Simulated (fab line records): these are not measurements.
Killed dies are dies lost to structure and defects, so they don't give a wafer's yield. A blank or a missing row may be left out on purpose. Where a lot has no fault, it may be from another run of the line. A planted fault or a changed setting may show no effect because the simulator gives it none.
fab line records -- flow nand-harc -- part 1 of 2: steps 1 to 22 of 34
[record] lots = 5, wafers = 15, last-day = 23
route steps=1159 shown P_M1@313 P_M2@318
lots that met no fault: from a run of the same line without faults
start-h: start of the lot's first displayed wafer, in hours after the record's first day -- wait-h: hours elapsed since this lot's preceding step -- " repeats the value in the row above -- L1.1+2: a single row standing in for several wafers -- - value missing, or start not given -- * or withheld: withheld -- < > ~ a bound
route shown NAME@n: names a module that has steps shown in the file, with the first one's number in the route -- usual: the fault-free wafers' mean and standard deviation -- same: alike in all rows -- chamber/n: place in a boat -- sites: per-site readings -- _std_site: standard deviation of those values -- _edge_site: mean of outer sites minus mean of inner sites -- radius-mm: for every site, how far away it sits from the centre of the wafer -- mask NAME#n: copy n -- behind: the tool/chamber that last shaped the wafer -- hold: the reason the lot was held/the length of the hold in hours/how it ended -- device: which transistor (n, p or np) failed to switch -- end of line: at the end of the route, the tests of the same wafers -- a step with no rows: only its recipe -- killed: dies lost to structure and defects at the first sort, not the wafer's yield -- map: the dies of a wafer, with x for killed, . for not killed, _ for no die there
set.NAME: the run value of the setting; set.NAME@STEP: its run value at that earlier step -- model.NAME: the simulator's own value behind a step, which no gauge read
lots at some steps of the route; a table a step, a row a wafer
services: the hour from which a tool's chamber was out of use, counted from the record's first day as start-h (under 0 if before that day), plus the number of hours and why
[[steps]]
[step NHARC_P_M1_SRD_25]
lot.wafer,tool,chamber,start-h,wait-h
L074.5+1+4,wet-bench-10,"1,3,4",125.97,0.1
L078.2+6+1,wet-bench-10,"5,7,0",146.60,0.1
L081.3+4+5,wet-bench-10,"1,3,5",163.12,0.0
L084.4+3+2,wet-bench-08,"2,6,7",187.66,0.0
L088.3+6+1,wet-bench-10,"0,1,3",217.30,0.0
[step NHARC_P_M1_INSPECT_27]
[usual] raw-defect-count = 316/130
lot.wafer,tool,chamber,start-h,wait-h,raw-defect-count
L074.1,defect-inspect-01,-,126.09,0.0,237
L074.4,defect-inspect-01,-,126.09,0.0,276
L074.5,defect-inspect-01,-,126.09,0.0,394
L078.1,defect-inspect-01,-,146.72,0.0,267
L078.2,defect-inspect-01,-,146.72,0.0,216
L078.6,defect-inspect-01,-,146.72,0.0,175
L081.3,defect-inspect-01,-,163.23,0.0,513
L081.4,defect-inspect-01,-,163.23,0.0,321
L081.5,defect-inspect-01,-,163.23,0.0,399
L084.2,defect-inspect-02,-,187.78,0.0,605
L084.3,defect-inspect-02,-,187.78,0.0,436
L084.4,defect-inspect-02,-,187.78,0.0,578
L088.1,defect-inspect-01,-,217.41,0.0,304
L088.3,defect-inspect-01,-,217.41,0.0,232
L088.6,defect-inspect-01,-,217.41,0.0,253
[step NHARC_P_M1_PRE_CLEAN_32]
[recipe] time-s = 12, temp-c = 370, rf-power-w = 300, gas = NH3
[usual] heater-power-w = 655/48
lot.wafer,tool,chamber,start-h,wait-h,heater-power-w
L074.1,pecvd-04,0,126.19,0.1,594
L074.5,pecvd-04,1,126.19,0.1,653
L074.4,pecvd-04,0,126.19,0.1,582
L078.1,pecvd-04,1,146.80,0.1,707
L078.2,pecvd-04,2,146.80,0.1,647
L078.6,pecvd-04,1,146.80,0.1,700
L081.3,pecvd-01,0,163.33,0.1,714
L081.5,pecvd-01,1,163.33,0.1,675
L081.4,pecvd-01,0,163.33,0.1,691
L084.3,pecvd-03,2,187.89,0.1,715
L084.2,pecvd-03,0,187.89,0.1,691
L084.4,pecvd-03,0,187.89,0.1,713
L088.3,pecvd-03,2,217.49,0.1,738
L088.1,pecvd-03,0,217.49,0.1,651
L088.6,pecvd-03,2,217.49,0.1,742
[step NHARC_P_M1_DEP_33]
[recipe] target-thk-a = 300, temp-c = 370, target-thk-nm = 30, pressure-torr = 3, flow-sccm = 200, rf-w = 450, material = SiCN
[usual] heater-power-w = 610/55
lot.wafer,tool,chamber,start-h,wait-h,heater-power-w
L074.1,pecvd-04,0,126.33,0.1,575
L074.5,pecvd-04,1,126.33,0.1,584
L074.4,pecvd-04,0,126.33,0.1,594
L078.1,pecvd-04,1,146.91,0.1,583
L078.2,pecvd-04,2,146.91,0.1,708
L078.6,pecvd-04,1,146.91,0.1,594
L081.3,pecvd-01,0,163.47,0.1,595
L081.5,pecvd-01,1,163.47,0.1,606
L081.4,pecvd-01,0,163.47,0.1,592
L084.3,pecvd-03,2,188.00,0.1,682
L084.2,pecvd-03,0,188.00,0.1,562
L084.4,pecvd-03,0,188.00,0.1,535
L088.3,pecvd-03,2,217.60,0.1,657
L088.1,pecvd-03,0,217.60,0.1,547
L088.6,pecvd-03,2,217.60,0.1,648
[step NHARC_P_M2_DEP_00]
[recipe] target-thk-a = 1825, target-thk-nm = 182.5, temp-c = withheld, pressure-torr = 5, flow-sccm = 200, rf-w = 600, material = SiOC
lot.wafer,tool,chamber,start-h,wait-h
L074.1+5+4,pecvd-01,"2,0,2",126.74,-
L078.2+1+6,pecvd-01,"1,2,0",147.33,-
L081.3+5+4,pecvd-04,"0,0,1",163.84,-
L084.3+2+4,pecvd-04,"1,2,1",188.37,-
L088.1+3+6,pecvd-04,"1,2,0",217.97,-
[step NHARC_P_M2_DEHYDRATE_01]
[recipe] temp-c = 150, time-s = 120
[usual] exhaust-pa = 45.0/0.9
lot.wafer,tool,chamber,start-h,wait-h,exhaust-pa
L074.1,litho-track-04,0,127.08,-,44.2
L074.4,litho-track-04,0,127.08,-,44.6
L074.5,litho-track-04,0,127.08,-,44.6
L078.1,litho-track-01,0,147.69,-,46.3
L078.2,litho-track-01,0,147.69,-,46.1
L078.6,litho-track-01,0,147.69,-,44.6
L081.3,litho-track-01,0,164.20,-,45.9
L081.4,litho-track-01,0,164.20,-,45.0
L081.5,litho-track-01,0,164.20,-,46.8
L084.2,litho-track-04,0,188.77,-,45.5
L084.3,litho-track-04,0,188.77,-,44.4
L084.4,litho-track-04,0,188.77,-,43.5
L088.1,litho-track-06,0,218.37,-,45.4
L088.3,litho-track-06,0,218.37,-,46.0
L088.6,litho-track-06,0,218.37,-,44.9
[step NHARC_P_M2_HMDS_02]
[recipe] time-s = 30
[usual] exhaust-pa = 45.1/0.89
lot.wafer,tool,chamber,start-h,wait-h,exhaust-pa
L074.1,litho-track-04,0,-,-,45.5
L074.4,litho-track-04,0,-,-,44.9
L074.5,litho-track-04,0,-,-,46.0
L078.1,litho-track-01,0,-,-,46.3
L078.2,litho-track-01,0,-,-,43.9
L078.6,litho-track-01,0,-,-,45.6
L081.3,litho-track-01,0,-,-,45.5
L081.4,litho-track-01,0,-,-,46.7
L081.5,litho-track-01,0,-,-,46.5
L084.2,litho-track-04,0,-,-,45.8
L084.3,litho-track-04,0,-,-,45.0
L084.4,litho-track-04,0,-,-,44.9
L088.1,litho-track-06,0,-,-,43.8
L088.3,litho-track-06,0,-,-,44.1
L088.6,litho-track-06,0,-,-,45.3
[step NHARC_P_M2_COAT_34]
[recipe] temp-c = 200, time-s = 65
[usual] exhaust-pa = 45.2/0.95
lot.wafer,tool,chamber,start-h,wait-h,exhaust-pa
L074.1,litho-track-04,0,-,-,45.2
L074.4,litho-track-04,0,-,-,45.5
L074.5,litho-track-04,0,-,-,45.7
L078.1,litho-track-01,0,-,-,45.6
L078.2,litho-track-01,0,-,-,44.5
L078.6,litho-track-01,0,-,-,44.9
L081.3,litho-track-01,0,-,-,44.4
L081.4,litho-track-01,0,-,-,44.3
L081.5,litho-track-01,0,-,-,44.9
L084.2,litho-track-04,0,-,-,45.5
L084.3,litho-track-04,0,-,-,45.6
L084.4,litho-track-04,0,-,-,45.5
L088.1,litho-track-06,0,-,-,45.3
L088.3,litho-track-06,0,-,-,44.7
L088.6,litho-track-06,0,-,-,45.4
[step NHARC_P_M2_COAT_03]
[recipe] spin-rpm = 1500, resist-thk-nm = 90
[usual] exhaust-pa = 45.0/0.85
lot.wafer,tool,chamber,start-h,wait-h,exhaust-pa
L074.1,litho-track-04,0,-,-,46.5
L074.4,litho-track-04,0,-,-,46.0
L074.5,litho-track-04,0,-,-,45.7
L078.1,litho-track-01,0,-,-,45.2
L078.2,litho-track-01,0,-,-,44.2
L078.6,litho-track-01,0,-,-,45.3
L081.3,litho-track-01,0,-,-,45.0
L081.4,litho-track-01,0,-,-,43.3
L081.5,litho-track-01,0,-,-,46.3
L084.2,litho-track-04,0,-,-,45.4
L084.3,litho-track-04,0,-,-,44.9
L084.4,litho-track-04,0,-,-,45.2
L088.1,litho-track-06,0,-,-,45.2
L088.3,litho-track-06,0,-,-,45.2
L088.6,litho-track-06,0,-,-,45.6
[step NHARC_P_M2_SOFTBAKE_04]
[recipe] temp-c = 105, time-s = 55
[usual] exhaust-pa = 44.9/0.96
lot.wafer,tool,chamber,start-h,wait-h,exhaust-pa
L074.1,litho-track-04,0,-,-,45.8
L074.4,litho-track-04,0,-,-,44.0
L074.5,litho-track-04,0,-,-,44.5
L078.1,litho-track-01,0,-,-,44.4
L078.2,litho-track-01,0,-,-,45.4
L078.6,litho-track-01,0,-,-,44.2
L081.3,litho-track-01,0,-,-,46.2
L081.4,litho-track-01,0,-,-,44.6
L081.5,litho-track-01,0,-,-,45.5
L084.2,litho-track-04,0,-,-,45.0
L084.3,litho-track-04,0,-,-,44.0
L084.4,litho-track-04,0,-,-,44.4
L088.1,litho-track-06,0,-,-,43.7
L088.3,litho-track-06,0,-,-,44.5
L088.6,litho-track-06,0,-,-,44.5
[step NHARC_P_M2_EBR_05]
[usual] exhaust-pa = 45.1/0.98
lot.wafer,tool,chamber,start-h,wait-h,exhaust-pa
L074.1,litho-track-04,0,-,-,46.5
L074.4,litho-track-04,0,-,-,46.0
L074.5,litho-track-04,0,-,-,44.8
L078.1,litho-track-01,0,-,-,44.9
L078.2,litho-track-01,0,-,-,47.0
L078.6,litho-track-01,0,-,-,46.2
L081.3,litho-track-01,0,-,-,45.7
L081.4,litho-track-01,0,-,-,45.6
L081.5,litho-track-01,0,-,-,44.3
L084.2,litho-track-04,0,-,-,44.4
L084.3,litho-track-04,0,-,-,45.8
L084.4,litho-track-04,0,-,-,45.5
L088.1,litho-track-06,0,-,-,46.1
L088.3,litho-track-06,0,-,-,46.0
L088.6,litho-track-06,0,-,-,45.7
[step NHARC_P_M2_EXPOSE_06]
[recipe] na = 1.35, target-cd-nm = 170, dose-mj = 80.78, mask-id = P_M2
[usual] focus-offset-nm = -0.1/0.6
[same] na = 1.35
lot.wafer,tool,chamber,start-h,wait-h,mask,focus-offset-nm
L074.1,arfi-scanner-01,0,127.37,-,P_M2#0,-0.4
L074.4,arfi-scanner-01,0,127.37,-,P_M2#0,0.2
L074.5,arfi-scanner-01,0,127.37,-,P_M2#0,0.9
L078.1,arfi-scanner-03,0,147.85,-,P_M2#0,0.1
L078.2,arfi-scanner-03,0,147.85,-,P_M2#0,0.7
L078.6,arfi-scanner-03,0,147.85,-,P_M2#0,-0.1
L081.3,arfi-scanner-01,0,164.50,-,P_M2#0,0.2
L081.4,arfi-scanner-01,0,164.50,-,P_M2#0,-0.8
L081.5,arfi-scanner-01,0,164.50,-,P_M2#0,0.4
L084.2,arfi-scanner-01,0,189.07,-,P_M2#0,-0.3
L084.3,arfi-scanner-01,0,189.07,-,P_M2#0,-0.4
L084.4,arfi-scanner-01,0,189.07,-,P_M2#0,-0.7
L088.1,arfi-scanner-02,0,218.66,-,P_M2#0,-0.6
L088.3,arfi-scanner-02,0,218.66,-,P_M2#0,-0.4
L088.6,arfi-scanner-02,0,218.66,-,P_M2#0,-0.5
[step NHARC_P_M2_PEB_07]
[recipe] peb-temp-c = 100, peb-time-s = 65
[usual] exhaust-pa = 45.2/0.94
lot.wafer,tool,chamber,start-h,wait-h,exhaust-pa
L074.1,litho-track-01,0,127.43,0.1,44.7
L074.4,litho-track-01,0,127.43,0.1,44.8
L074.5,litho-track-01,0,127.43,0.1,45.3
L078.1,litho-track-06,0,147.91,0.1,44.7
L078.2,litho-track-06,0,147.91,0.1,46.1
L078.6,litho-track-06,0,147.91,0.1,46.5
L081.3,litho-track-06,0,164.55,0.0,45.5
L081.4,litho-track-06,0,164.55,0.0,47.3
L081.5,litho-track-06,0,164.55,0.0,47.0
L084.2,litho-track-01,0,189.12,0.1,44.1
L084.3,litho-track-01,0,189.12,0.1,45.7
L084.4,litho-track-01,0,189.12,0.1,44.6
L088.1,litho-track-06,0,218.72,0.1,43.9
L088.3,litho-track-06,0,218.72,0.1,44.6
L088.6,litho-track-06,0,218.72,0.1,44.8
[step NHARC_P_M2_DEVELOP_08]
[recipe] develop-time-s = 35, dev-temp-c = 23
[usual] exhaust-pa = 45.0/0.9
lot.wafer,tool,chamber,start-h,wait-h,exhaust-pa
L074.1,litho-track-01,0,-,-,44.0
L074.4,litho-track-01,0,-,-,45.1
L074.5,litho-track-01,0,-,-,45.8
L078.1,litho-track-06,0,-,-,45.5
L078.2,litho-track-06,0,-,-,45.0
L078.6,litho-track-06,0,-,-,44.7
L081.3,litho-track-06,0,-,-,44.8
L081.4,litho-track-06,0,-,-,44.2
L081.5,litho-track-06,0,-,-,45.6
L084.2,litho-track-01,0,-,-,44.8
L084.3,litho-track-01,0,-,-,45.3
L084.4,litho-track-01,0,-,-,44.0
L088.1,litho-track-06,0,-,-,45.8
L088.3,litho-track-06,0,-,-,45.7
L088.6,litho-track-06,0,-,-,44.1
[step NHARC_P_M2_CD_MEAS_09]
[recipe] target-cd-nm = 170, landing-energy-ev = 500
[usual] cd-nm = 170.1/0.5
lot.wafer,tool,chamber,start-h,wait-h,cd-nm
L074.1,cd-sem-02,0,127.51,-,170.2
L074.4,cd-sem-02,0,127.51,-,169.6
L074.5,cd-sem-02,0,127.51,-,170.3
L078.1,cd-sem-03,0,147.99,-,169.6
L078.2,cd-sem-03,0,147.99,-,169.7
L078.6,cd-sem-03,0,147.99,-,169.0
L081.3,cd-sem-03,0,164.63,-,169.8
L081.4,cd-sem-03,0,164.63,-,170.3
L081.5,cd-sem-03,0,164.63,-,169.5
L084.2,cd-sem-01,0,189.20,-,170.6
L084.3,cd-sem-01,0,189.20,-,170.4
L084.4,cd-sem-01,0,189.20,-,171.2
L088.1,cd-sem-03,0,218.81,-,169.9
L088.3,cd-sem-03,0,218.81,-,169.8
L088.6,cd-sem-03,0,218.81,-,170.2
[step NHARC_P_M2_OVL_MEAS_10]
[recipe] pitch-nm = 340
[usual] overlay-x-nm = 0.1/0.96, overlay-y-nm = 0.1/0.78
lot.wafer,tool,chamber,start-h,wait-h,overlay-x-nm,overlay-y-nm
L074.1,overlay-01,-,127.60,-,1.1,0.3
L074.4,overlay-01,-,127.60,-,1.1,0.4
L074.5,overlay-01,-,127.60,-,1.4,0.6
L078.1,overlay-02,-,148.08,-,-0.8,-0.9
L078.2,overlay-02,-,148.08,-,-1.0,-0.6
L078.6,overlay-02,-,148.08,-,-1.2,-0.5
L081.3,overlay-01,-,164.72,-,0.6,0.4
L081.4,overlay-01,-,164.72,-,0.9,0.6
L081.5,overlay-01,-,164.72,-,0.4,0.1
L084.2,overlay-01,-,189.29,-,-1.3,0.7
L084.3,overlay-01,-,189.29,-,-0.7,0.6
L084.4,overlay-01,-,189.29,-,-1.5,1.1
L088.1,overlay-02,-,218.91,-,0.1,-0.7
L088.3,overlay-02,-,218.91,-,-0.4,0.1
L088.6,overlay-02,-,218.91,-,-0.1,-0.6
[step NHARC_P_M2_INSPECT_11]
[usual] raw-defect-count = 4.2/2.4
lot.wafer,tool,chamber,start-h,wait-h,raw-defect-count
L074.1,defect-inspect-01,-,127.64,0.0,4
L074.4,defect-inspect-01,-,127.64,0.0,1
L074.5,defect-inspect-01,-,127.64,0.0,1
L078.1,defect-inspect-01,-,148.12,0.0,5
L078.2,defect-inspect-01,-,148.12,0.0,3
L078.6,defect-inspect-01,-,148.12,0.0,1
L081.3,defect-inspect-02,-,164.75,0.0,3
L081.4,defect-inspect-02,-,164.75,0.0,2
L081.5,defect-inspect-02,-,164.75,0.0,6
L084.2,defect-inspect-01,-,189.33,0.0,11
L084.3,defect-inspect-01,-,189.33,0.0,8
L084.4,defect-inspect-01,-,189.33,0.0,5
L088.1,defect-inspect-01,-,218.95,0.0,2
L088.3,defect-inspect-01,-,218.95,0.0,3
L088.6,defect-inspect-01,-,218.95,0.0,6
[step NHARC_P_M2_DESCUM_14]
[recipe] time-s = 3, o2-flow-sccm = 200, ar-flow-sccm = 0, bias-power-w = 0, chemistry = O2
[usual] chamber-pressure-mTorr = 60.00/0.054, drypump-motor-current-A = 6.0/0.42, oes-product-au = 0.997/0.0078, rf-vpp-V = 58.0/0.9, showerhead-plenum-p-Torr = 1.95/0.09, throttle-valve-pct = 11.312/0.0094
lot.wafer,tool,chamber,start-h,wait-h,chamber-pressure-mTorr,drypump-motor-current-A,oes-product-au,rf-hours-counter-h,rf-vpp-V,showerhead-plenum-p-Torr,throttle-valve-pct
L074.4,rie-diel-07,3,127.71,0.1,60.13,6.3,1.010,2,57.6,1.95,11.310
L074.1,rie-diel-07,1,127.71,0.1,59.96,6.7,0.997,1,57.5,1.95,11.317
L074.5,rie-diel-07,2,127.71,0.1,60.00,5.8,0.988,-,57.9,2.06,11.303
L078.1,rie-diel-07,2,148.18,0.1,60.05,5.8,0.993,3,58.9,2.06,11.309
L078.2,rie-diel-07,3,148.18,0.1,59.97,6.3,1.007,3,58.0,1.95,11.322
L078.6,rie-diel-07,3,148.18,0.1,59.99,6.3,1.007,-,57.7,1.95,11.309
L081.3,rie-diel-11,3,164.81,0.1,60.06,5.8,0.998,28,58.5,1.95,11.305
L081.4,rie-diel-11,0,164.81,0.1,59.95,5.6,0.999,28,57.2,2.03,11.306
L081.5,rie-diel-11,0,164.81,0.1,60.02,5.6,0.993,-,57.7,2.03,11.305
L084.3,rie-diel-01,3,189.39,0.1,59.99,6.2,1.000,13,57.9,2.02,11.312
L084.2,rie-diel-01,1,189.39,0.1,59.99,5.7,0.986,14,57.3,1.95,11.310
L084.4,rie-diel-01,2,189.39,0.1,59.93,6.6,0.995,14,58.1,1.92,11.311
L088.1,rie-diel-11,1,219.01,0.1,60.01,5.6,0.998,4,57.9,2.04,11.299
L088.3,rie-diel-11,2,219.01,0.1,59.96,5.8,0.997,4,58.7,1.81,11.323
L088.6,rie-diel-11,1,219.01,0.1,59.98,5.5,0.993,-,56.8,2.04,11.315
[step NHARC_P_M2_ETCH_35]
[recipe] target-depth-a = 400, overetch-a = 120, time-s = 43.94, ion-energy-ev = 200, n2-flow-sccm = 150, h2-flow-sccm = 150, ar-flow-sccm = 0, rf-w = 400, bias-w = 150, chemistry = N2/H2
[usual] chamber-pressure-mTorr = 29.998/0.026, drypump-motor-current-A = 6.0/0.47, n2-flow-sccm = 150.0/0.48, oes-product-au = 0.997/0.0088, rf-vpp-V = 431.4/2.8, showerhead-plenum-p-Torr = 2.07/0.098, throttle-valve-pct = 14.172/0.01
lot.wafer,tool,chamber,start-h,wait-h,chamber-pressure-mTorr,drypump-motor-current-A,n2-flow-sccm,oes-product-au,rf-hours-counter-h,rf-vpp-V,showerhead-plenum-p-Torr,throttle-valve-pct
L074.1,rie-diel-07,2,127.79,0.1,30.009,5.8,150.1,0.999,2,434.3,2.20,14.187
L074.4,rie-diel-07,3,127.79,0.1,29.996,6.3,149.6,1.009,2,433.6,2.08,14.179
L074.5,rie-diel-07,2,127.79,0.1,29.989,5.8,150.4,0.987,-,435.0,2.20,14.160
L078.1,rie-diel-07,1,148.28,0.1,30.015,6.7,149.8,0.981,2,432.6,2.08,14.189
L078.2,rie-diel-07,2,148.28,0.1,29.979,5.8,150.2,0.990,3,435.5,2.20,14.146
L078.6,rie-diel-07,0,148.28,0.1,29.994,5.4,149.2,0.979,-,427.7,1.91,14.150
L081.3,rie-diel-11,0,164.92,0.1,29.988,5.6,151.0,0.993,28,434.5,2.17,14.168
L081.4,rie-diel-11,1,164.92,0.1,30.012,5.5,150.1,1.000,29,433.6,2.18,14.161
L081.5,rie-diel-11,3,164.92,0.1,29.989,5.8,151.0,1.002,-,432.0,2.08,14.172
L084.2,rie-diel-01,1,189.47,0.1,30.006,5.6,150.3,1.009,14,432.3,2.08,14.167
L084.4,rie-diel-01,2,189.47,0.1,30.027,6.6,149.7,1.008,14,432.0,2.05,14.165
L084.3,rie-diel-01,0,189.47,0.1,29.967,6.3,149.9,1.010,14,426.9,1.90,14.161
L088.1,rie-diel-11,2,219.10,0.1,30.031,5.8,149.9,1.009,4,426.4,1.93,14.174
L088.3,rie-diel-11,3,219.10,0.1,29.957,5.8,149.8,1.009,4,429.3,2.07,14.184
L088.6,rie-diel-11,2,219.10,0.1,29.975,5.8,149.6,1.007,-,428.0,1.93,14.180
[step NHARC_P_M2_ETCH_15]
[recipe] target-depth-a = 1825, time-s = 91.2, c4f8-flow-sccm = withheld, ar-flow-sccm = 400, rf-w = 600, bias-w = 300, chemistry = C4F8/Ar
[usual] chamber-pressure-mTorr = 24.997/0.024, oes-product-au = 0.948/0.02, rf-vpp-V = 441/3
lot.wafer,tool,chamber,start-h,wait-h,chamber-pressure-mTorr,oes-product-au,rf-hours-counter-h,rf-vpp-V
L074.1,rie-diel-07,1,-,-,24.988,0.979,1,441
L074.4,rie-diel-07,2,-,-,24.998,0.965,2,446
L074.5,rie-diel-07,1,-,-,25.034,0.968,-,441
L078.1,rie-diel-07,0,-,-,25.022,0.952,3,436
L078.2,rie-diel-07,3,-,-,24.998,0.939,3,441
L078.6,rie-diel-07,1,-,-,25.011,0.939,-,443
L081.3,rie-diel-11,1,-,-,24.988,0.927,29,446
L081.4,rie-diel-11,2,-,-,24.960,0.928,24,438
L081.5,rie-diel-11,2,-,-,25.008,0.933,-,439
L084.3,rie-diel-01,0,-,-,24.982,0.939,14,437
L084.4,rie-diel-01,1,-,-,25.032,0.928,14,441
L084.2,rie-diel-01,2,-,-,25.013,0.919,14,441
L088.1,rie-diel-11,2,-,-,25.040,0.961,4,440
L088.3,rie-diel-11,3,-,-,25.013,0.969,4,442
L088.6,rie-diel-11,1,-,-,25.014,0.949,-,445
[step NHARC_P_M2_CD_MEAS_16]
[usual] cd-nm = 170.2/0.58
lot.wafer,tool,chamber,start-h,wait-h,cd-nm
L074.1,cd-sem-02,-,128.00,-,170.5
L074.4,cd-sem-02,-,128.00,-,170.3
L074.5,cd-sem-02,-,128.00,-,170.2
L078.1,cd-sem-02,-,148.49,-,168.8
L078.2,cd-sem-02,-,148.49,-,169.9
L078.6,cd-sem-02,-,148.49,-,169.1
L081.3,cd-sem-02,-,165.14,-,169.7
L081.4,cd-sem-02,-,165.14,-,169.7
L081.5,cd-sem-02,-,165.14,-,169.4
L084.2,cd-sem-02,-,189.69,-,170.7
L084.3,cd-sem-02,-,189.69,-,170.6
L084.4,cd-sem-02,-,189.69,-,171.3
L088.1,cd-sem-03,-,219.31,-,170.0
L088.3,cd-sem-03,-,219.31,-,170.5
L088.6,cd-sem-03,-,219.31,-,170.7
[step NHARC_P_M2_STRIP_18]
[recipe] power-w = 1000, n2-flow-sccm = 150, h2-flow-sccm = 150, ar-flow-sccm = 0, bias-w = 0, chemistry = N2/H2
[usual] chamber-pressure-mTorr = 30.000/0.026, drypump-motor-current-A = 6.0/0.45, n2-flow-sccm = 150.0/0.48, oes-product-au = 0.997/0.0082, rf-vpp-V = 90.8/1, showerhead-plenum-p-Torr = 2.08/0.099, throttle-valve-pct = 14.170/0.0093
lot.wafer,tool,chamber,start-h,wait-h,chamber-pressure-mTorr,drypump-motor-current-A,n2-flow-sccm,oes-product-au,rf-hours-counter-h,rf-vpp-V,showerhead-plenum-p-Torr,throttle-valve-pct
L074.4,rie-diel-07,3,128.08,0.1,29.992,6.3,151.0,1.003,2,92.6,2.08,14.177
L074.1,rie-diel-07,1,128.08,0.1,29.987,6.7,150.5,1.005,1,90.3,2.08,14.174
L074.5,rie-diel-07,3,128.08,0.1,29.959,6.3,150.4,0.993,-,90.0,2.08,14.170
L078.1,rie-diel-07,1,148.56,0.1,29.962,6.7,150.2,0.991,2,90.7,2.08,14.169
L078.2,rie-diel-07,0,148.56,0.1,29.991,5.4,149.5,0.985,3,90.4,1.91,14.181
L078.6,rie-diel-07,2,148.56,0.1,30.015,5.8,150.6,0.990,-,93.8,2.20,14.162
L081.4,rie-diel-07,0,165.24,0.1,29.993,5.4,150.2,0.996,3,89.7,1.91,14.162
L081.3,rie-diel-07,1,165.24,0.1,30.010,6.6,150.8,0.988,3,90.8,2.08,14.185
L081.5,rie-diel-07,3,165.24,0.1,29.965,6.3,150.8,1.006,-,90.7,2.08,14.177
L084.3,rie-diel-01,2,189.77,0.1,29.986,6.6,150.9,1.000,14,89.6,2.05,14.153
L084.4,rie-diel-01,3,189.77,0.1,29.976,6.3,150.3,0.999,14,90.5,2.15,14.175
L084.2,rie-diel-01,1,189.77,0.1,30.016,5.6,150.4,0.995,14,91.7,2.08,14.166
L088.1,rie-diel-11,3,219.44,0.1,30.015,5.8,150.7,1.000,4,90.7,2.07,14.182
L088.3,rie-diel-11,0,219.44,0.1,30.011,5.6,150.5,1.000,4,91.5,2.16,14.177
L088.6,rie-diel-11,2,219.44,0.1,30.030,5.8,150.7,1.003,-,91.5,1.93,14.166
